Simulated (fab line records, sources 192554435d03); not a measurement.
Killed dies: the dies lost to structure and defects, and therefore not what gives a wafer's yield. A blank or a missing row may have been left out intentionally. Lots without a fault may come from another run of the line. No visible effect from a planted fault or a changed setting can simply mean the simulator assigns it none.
Matching of chambers :: flow n5_finfet :: N5_MOL_CONTACT_COAG_STRIP_72 on rie_diel-03: 4 sister chambers
The step strips in N2/H2. 16 wafers are shown with their chamber, then 8 later ones without.

## WAFERS PAIRED WITH THEIR CHAMBERS
wafer: L074.1
chamber: 1
showerhead_plenum_p_Torr (Torr): 2.56
throttle_valve_pct (%): 23.05
oes_product_au (a.u.): 0.84

wafer: L074.3
chamber: 0
showerhead_plenum_p_Torr (Torr): 2.65
throttle_valve_pct (%): 23.44
oes_product_au (a.u.): 0.80

wafer: L074.5
chamber: 0
showerhead_plenum_p_Torr (Torr): 2.65
throttle_valve_pct (%): 23.49
oes_product_au (a.u.): 0.81

wafer: L075.1
chamber: 3
showerhead_plenum_p_Torr (Torr): 2.46
throttle_valve_pct (%): 23.58
oes_product_au (a.u.): 0.81

wafer: L075.4
chamber: 2
showerhead_plenum_p_Torr (Torr): 2.47
throttle_valve_pct (%): 23.76
oes_product_au (a.u.): 0.88

wafer: L075.6
chamber: 3
showerhead_plenum_p_Torr (Torr): 2.46
throttle_valve_pct (%): 23.58
oes_product_au (a.u.): 0.83

wafer: L077.2
chamber: 1
showerhead_plenum_p_Torr (Torr): 2.56
throttle_valve_pct (%): 23.01
oes_product_au (a.u.): 0.84

wafer: L077.3
chamber: 0
showerhead_plenum_p_Torr (Torr): 2.65
throttle_valve_pct (%): 23.48
oes_product_au (a.u.): 0.80

wafer: L077.4
chamber: 3
showerhead_plenum_p_Torr (Torr): 2.46
throttle_valve_pct (%): 23.52
oes_product_au (a.u.): 0.84

wafer: L078.1
chamber: 3
showerhead_plenum_p_Torr (Torr): 2.46
throttle_valve_pct (%): 23.54
oes_product_au (a.u.): 0.85

wafer: L078.3
chamber: 0
showerhead_plenum_p_Torr (Torr): 2.65
throttle_valve_pct (%): 23.51
oes_product_au (a.u.): 0.81

wafer: L078.6
chamber: 3
showerhead_plenum_p_Torr (Torr): 2.46
throttle_valve_pct (%): 23.56
oes_product_au (a.u.): 0.84

wafer: L080.1
chamber: 0
showerhead_plenum_p_Torr (Torr): 2.65
throttle_valve_pct (%): 23.51
oes_product_au (a.u.): 0.79

wafer: L080.3
chamber: 3
showerhead_plenum_p_Torr (Torr): 2.46
throttle_valve_pct (%): 23.54
oes_product_au (a.u.): 0.83

wafer: L080.4
chamber: 1
showerhead_plenum_p_Torr (Torr): 2.55
throttle_valve_pct (%): 23.07
oes_product_au (a.u.): 0.82

wafer: L082.1
chamber: 1
showerhead_plenum_p_Torr (Torr): 2.55
throttle_valve_pct (%): 23.06
oes_product_au (a.u.): 0.82

SIGNATURES (means of the wafers above)
reading: showerhead_plenum_p_Torr
chamber 0: 2.6500
chamber 1: 2.5550
chamber 2: 2.4700
chamber 3: 2.4600
scatter within a chamber: 0.00289

reading: throttle_valve_pct
chamber 0: 23.4860
chamber 1: 23.0475
chamber 2: 23.7600
chamber 3: 23.5533
scatter within a chamber: 0.0263

reading: oes_product_au
chamber 0: 0.8020
chamber 1: 0.8300
chamber 2: 0.8800
chamber 3: 0.8333
scatter within a chamber: 0.0116
Rule: a wafer lies at a distance from a chamber equal to the root of the sum of squares, over the readings, of (its reading less the chamber's mean, divided by the reading's scatter). The wafer belongs to the nearest chamber; if the next one is less than 2 further off, it can't be placed. The scatter: the root of (the sum of the squares of (reading less its chamber's mean) over the shown wafers, divided by (wafers less chambers)).

## WAFERS WHOSE CHAMBER IS MISSING
wafer: L082.3
showerhead_plenum_p_Torr (Torr): 2.65
throttle_valve_pct (%): 23.51
oes_product_au (a.u.): 0.80

wafer: L082.6
showerhead_plenum_p_Torr (Torr): 2.46
throttle_valve_pct (%): 23.55
oes_product_au (a.u.): 0.81

wafer: L083.1
showerhead_plenum_p_Torr (Torr): 2.55
throttle_valve_pct (%): 23.03
oes_product_au (a.u.): 0.82

wafer: L083.2
showerhead_plenum_p_Torr (Torr): 2.46
throttle_valve_pct (%): 23.57
oes_product_au (a.u.): 0.82

wafer: L083.3
showerhead_plenum_p_Torr (Torr): 2.65
throttle_valve_pct (%): 23.52
oes_product_au (a.u.): 0.81

wafer: L092.2
showerhead_plenum_p_Torr (Torr): 2.45
throttle_valve_pct (%): 23.58
oes_product_au (a.u.): 0.79

wafer: L092.3
showerhead_plenum_p_Torr (Torr): 2.54
throttle_valve_pct (%): 23.05
oes_product_au (a.u.): 0.79

wafer: L092.6
showerhead_plenum_p_Torr (Torr): 2.64
throttle_valve_pct (%): 23.54
oes_product_au (a.u.): 0.78

## WHICH CHAMBER EACH ONE RAN IN
wafer: L082.3
from the rows above: 0
in truth: 0

wafer: L082.6
from the rows above: 3
in truth: 3

wafer: L083.1
from the rows above: 1
in truth: 1

wafer: L083.2
from the rows above: 3
in truth: 3

wafer: L083.3
from the rows above: 0
in truth: 0

wafer: L092.2
from the rows above: 3
in truth: 3

wafer: L092.3
from the rows above: 1
in truth: 1

wafer: L092.6
from the rows above: 0
in truth: 0
Correct placement for 8 of the 8. From these rows, 0 cannot be placed. Placed wrongly: 0.
